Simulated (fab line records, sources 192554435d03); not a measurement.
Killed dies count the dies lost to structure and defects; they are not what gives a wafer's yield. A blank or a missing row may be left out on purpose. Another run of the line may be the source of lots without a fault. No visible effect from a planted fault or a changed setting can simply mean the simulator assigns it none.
Which tool is to blame? -- flow n5 finfet -- route of 1938 steps, sampled at 1 step: 12 lots, 36 wafers

== WHAT EACH GAUGE READ, for each wafer ==
N5_BEOL_M8_CD_MEAS_11 targets a cd of 38.5 nm.
lot,measured,on,cd nm (nm)
L076,day 9 11:25,cd sem-01,39.0 38.5 39.0
L077,day 10 06:22,cd sem-03,39.2 39.1 38.5
L079,day 11 03:04,cd sem-01,38.9 38.7 38.8
L083,day 11 17:32,cd sem-01,38.5 38.6 38.9
L082,day 12 06:30,cd sem-02,38.5 38.6 38.7
L085,day 12 22:06,cd sem-01,38.2 39.1 38.0
L089,day 13 06:49,cd sem-03,38.3 38.5 38.1
L088,day 13 16:56,cd sem-03,38.9 39.1 38.5
L092,day 14 02:19,cd sem-02,39.2 39.5 39.3
L091,day 14 10:09,cd sem-01,38.9 38.4 39.0
L095,day 15 03:44,cd sem-03,38.1 37.9 38.2
L096,day 16 06:18,cd sem-02,38.8 38.8 38.3

== WHICH TOOL RAN EACH LOT (tool, then ch and the chambers of the sampled wafers, then the start) ==
No process step before these readings appears in the record.

== THE ANSWER, worked out from the rows above alone ==
Rule: usual is defined by the lots themselves. Put in order of their means at a reading, lots are off if they are a third of the lots or fewer, leave a main group of 4 or more, and stand apart from it by a gap of 3 or more times the standard deviation of the main group's means; of several such gaps the widest counts. If all means in a main group match to the digits the tables above print for the reading, that group is not used. Also off: a lot with no number at a reading for which 4 or more lots have one. Where the step has rows for the other lots, those lots are counted as sound.
Nothing can be told from this: no lot is off at any reading shown.

== WHAT THE SIMULATOR HAD PUT IN ==
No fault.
